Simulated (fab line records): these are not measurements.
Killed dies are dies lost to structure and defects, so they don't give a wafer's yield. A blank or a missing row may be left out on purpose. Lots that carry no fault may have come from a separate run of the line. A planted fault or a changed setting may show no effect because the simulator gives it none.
Problem report, 8D (eight disciplines) form, completed by code + flow nand-harc + the parts of the form that need people (team, actions taken, sign-off) are left out

1. WHAT IS WRONG
raw-defect-count at NHARC_A_M0_INSPECT_27 reads a mean of 1851 on 6 wafers of 2 lots; wafers without a fault read 469 with a standard deviation of 120. Relative to the usual mean, that is a shift of +12 standard deviations.
Seen first at day 21 13:11 on defect-inspect-01, wafer L466.4. The record has a number at this step for 33 wafers belonging to 11 lots. By rule, "out" or "out of limits" means more than 4 standard deviations away from the usual mean. All remaining wafers that have a number are taken as sound.

2. WHAT IT IS, AND WHAT IT ISN'T
| question                    | is                                   | is not                                                              |
|-----------------------------|--------------------------------------|---------------------------------------------------------------------|
| which readings at this step | raw-defect-count                     | -                                                                   |
| which lots                  | L463, L466                           | L450, L452, L454, L455, L456, L459, L460, L461, L469                |
| which wafers of those lots  | all that have a number               | -                                                                   |
| read on which gauges        | defect-inspect-01, defect-inspect-02 | -                                                                   |
| when                        | from day 21 13:11                    | up to then (24 sound wafers); but 3 sound wafers of L469 came after |

3. WHAT RULES OUT EACH SUSPECT
Counting: any tool at a process step up to the reading is kept as a suspect provided that every lot that is out went through it and no sound lot did after the first of them.
- the gauge at NHARC_A_M0_INSPECT_27: ruled out. The wafers that are out were read on 2 gauges (defect-inspect-01, defect-inspect-02).
- pvd-sputter-01 at NHARC_A_M0_DEGAS_28 (time 60 s): kept. All lots that are out passed through it, beginning with L466 at day 21 11:38, and no sound lot followed; its final sound lot before that point was L461 at day 20 18:47.
- pvd-sputter-01 at NHARC_A_M0_PVD_20 (deposits TaN, target thk 5 nm, time 8.06 s): kept. All lots that are out passed through it, beginning with L466 at day 21 12:43, and no sound lot followed; its final sound lot before that point was L461 at day 20 19:58. NHARC_A_M0_PVD_20: start missing for some lots; hours and lot order therefore follow NHARC_A_M0_CMP_23.
- cmp-02 at NHARC_A_M0_CMP_23 (polishes, t overpolish 20 s, target thk 113.75 nm): kept. All lots that are out passed through it, beginning with L466 at day 21 12:43, and no sound lot followed; its final sound lot before that point was L461 at day 20 19:58.
After the count, these remain: pvd-sputter-01 at NHARC_A_M0_DEGAS_28, pvd-sputter-01 at NHARC_A_M0_PVD_20 and cmp-02 at NHARC_A_M0_CMP_23.

4. THE CAUSE (what the simulator had put in)
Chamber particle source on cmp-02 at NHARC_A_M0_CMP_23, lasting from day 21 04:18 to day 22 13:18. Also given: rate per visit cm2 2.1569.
Counting leaves 3 suspects; this tool is one of them.

5. THE EFFECT CHAIN, in route order
One row per reading whose mean, taken over the struck wafers that have a number, lies over 3 standard deviations from the usual. Readings are gone through only where the record gives a usual standard deviation; hours: the median, over the lots, of the time from a lot's start at the first step in this table giving one to that lot's start at this step; sigmas: the change measured in usual standard deviations.
| hours | step                  | reading              | usual  | on struck wafers | change | sigmas      |
|-------|-----------------------|----------------------|--------|------------------|--------|-------------|
| 0     | NHARC_A_M0_INSPECT_27 | raw-defect-count     | 469    | 1851             | +1382  | +12         |
| 1     | NHARC_A_M1_INSPECT_11 | raw-defect-count     | 29     | 1430             | +1401  | +99 or more |
| 40    | NHARC_END_SORT_01     | defect-limited-yield | 95.6 % | 13.6             | -82.0  | -63         |
| 40    | NHARC_END_SORT_01     | killed-at-array      | 26     | 582              | +556   | +65         |
| 40    | NHARC_END_SORT_01     | killed-dies          | 30     | 585              | +555   | +62         |
| 40    | NHARC_END_SORT_01     | sort_bin_2_pct       | 1.4 %  | 39.5             | +38.1  | +66         |
| 40    | NHARC_END_SORT_01     | sort_bin_3_pct       | 0.24 % | 9.65             | +9.41  | +52         |
| 40    | NHARC_END_SORT_01     | sort_bin_4_pct       | 2.8 %  | 37.3             | +34.5  | +38         |
| 40    | NHARC_END_SORT_01     | sort-n-pass          | 647    | 92               | -555   | -62         |
| 40    | NHARC_END_SORT_01     | sort-rim-yield-pct   | 95.5 % | 13.4             | -82.1  | -33         |
| 40    | NHARC_END_SORT_01     | sort-yield-pct       | 95.6 % | 13.6             | -82.0  | -63         |

6. WHAT WOULD HAVE CAUGHT IT SOONER
Counted from the fault's start at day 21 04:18, it took 9 hours until the first out-of-limits reading at a measuring or inspecting step in this record, taken at day 21 13:11.
No tool reading at NHARC_A_M0_CMP_23 that has a usual standard deviation in the record was out on any struck wafer, so an alarm limit of 4 standard deviations on those readings would not have fired.
L463, from the lots that are out (2), started NHARC_A_M0_CMP_23 on cmp-02 later than day 21 13:11. A hold on the tool at that time would have spared it.
